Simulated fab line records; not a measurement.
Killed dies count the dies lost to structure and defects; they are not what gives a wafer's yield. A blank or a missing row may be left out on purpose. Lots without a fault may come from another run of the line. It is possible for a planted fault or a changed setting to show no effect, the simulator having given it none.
Which tool was responsible? :: flow n5 finfet :: 21 wafers from 7 lots sampled at 4 of the route's 1938 steps

## WHAT THE GAUGES READ, wafer by wafer
N5_DUMMY_GATE_CD_MEAS_50: target cd 14 nm.
lot: L498
measured: day 3 08:22
on: cd sem-03
cd nm (nm): 13.6 13.6 14.2

lot: L501
measured: day 3 22:26
on: cd sem-01
cd nm (nm): 14.2 13.7 14.2

lot: L505
measured: day 5 00:11
on: cd sem-02
cd nm (nm): 13.7 13.5 13.5

lot: L508
measured: day 5 17:38
on: cd sem-02
cd nm (nm): - - -

lot: L510
measured: day 6 07:23
on: cd sem-03
cd nm (nm): 14.1 13.9 14.1

lot: L517
measured: day 8 03:43
on: cd sem-03
cd nm (nm): 13.8 13.3 14.2

lot: L519
measured: day 8 11:30
on: cd sem-01
cd nm (nm): 14.0 13.9 13.8

## WHICH TOOL RAN EACH LOT (tool, then ch and the chambers of the sampled wafers, then the start)
lot: L498
N5_STI_FIN_REVEAL_STRIP_24: rie diel-01 ch 1,2, day 2 18:22
N5_DUMMY_GATE_PEB_13: litho track-04 ch 0, day 3 07:47
N5_DUMMY_GATE_ETCH_37: rie diel-04 ch 0,1,3, day 3 08:08

lot: L501
N5_STI_FIN_REVEAL_STRIP_24: rie diel-01 ch 1,3, day 3 09:34
N5_DUMMY_GATE_PEB_13: litho track-03 ch 0, day 3 21:26
N5_DUMMY_GATE_ETCH_37: rie diel-05 ch 2,3, day 3 22:07

lot: L505
N5_STI_FIN_REVEAL_STRIP_24: rie diel-06 ch 0,2, day 4 11:16
N5_DUMMY_GATE_PEB_13: litho track-04 ch 0, day 4 23:35
N5_DUMMY_GATE_ETCH_37: rie diel-05 ch 1,3, day 4 23:56

lot: L508
N5_STI_FIN_REVEAL_STRIP_24: rie diel-02 ch 0,1,3, day 5 05:29
N5_DUMMY_GATE_PEB_13: litho track-03, day 5 17:04
N5_DUMMY_GATE_ETCH_37: rie diel-05 ch 0,1,3, day 5 17:24

lot: L510
N5_STI_FIN_REVEAL_STRIP_24: rie diel-01 ch 0,1,3, day 5 17:32
N5_DUMMY_GATE_PEB_13: litho track-04 ch 0, day 6 06:49
N5_DUMMY_GATE_ETCH_37: rie diel-04 ch 1,3, day 6 07:09

lot: L517
N5_STI_FIN_REVEAL_STRIP_24: rie diel-01 ch 1,3, day 7 15:29
N5_DUMMY_GATE_PEB_13: litho track-04 ch 0, day 8 03:08
N5_DUMMY_GATE_ETCH_37: rie diel-04 ch 1,3, day 8 03:29

lot: L519
N5_STI_FIN_REVEAL_STRIP_24: rie diel-02 ch 0,1,2, day 7 22:02
N5_DUMMY_GATE_PEB_13: litho track-03 ch 0, day 8 10:56
N5_DUMMY_GATE_ETCH_37: rie diel-03 ch 0,2, day 8 11:16
- N5_STI_FIN_REVEAL_STRIP_24: strips in N2/H2, time 90 s.
- N5_DUMMY_GATE_PEB_13: peb time 60 s.
- N5_DUMMY_GATE_ETCH_37: etches SOC in N2/H2, target depth 60 nm, overetch 30 nm.

## THE ANSWER, worked out from the rows above alone
Rule: the usual values come from the lots themselves. Put in order of their means at a reading, lots are off if they are a third of the lots or fewer, leave a main group of 4 or more, and stand apart from it by a gap of 3 or more times the standard deviation of the main group's means; of several such gaps the widest counts. A main group is skipped when, at the precision printed for the reading in the tables above, its means are all equal. Also off: a lot with no number at a reading for which 4 or more lots have one. Where the step has rows for the other lots, those lots are counted as sound.
Off: L508 (N5_DUMMY_GATE_CD_MEAS_50, cd nm). Without a number there: L508. Mean 13.8 nm and standard deviation 0.16 in the main group.
A tool fits if, at a process step before that reading, it ran every lot that is off, and no sound lot after the first of them. The gauges at N5_DUMMY_GATE_CD_MEAS_50 are tried like those tools. Can't be told from this: 2 tools fit, rie diel-05 at N5_DUMMY_GATE_ETCH_37, cd sem-02 at N5_DUMMY_GATE_CD_MEAS_50.

## WHAT HAD BEEN PUT IN BY THE SIMULATOR
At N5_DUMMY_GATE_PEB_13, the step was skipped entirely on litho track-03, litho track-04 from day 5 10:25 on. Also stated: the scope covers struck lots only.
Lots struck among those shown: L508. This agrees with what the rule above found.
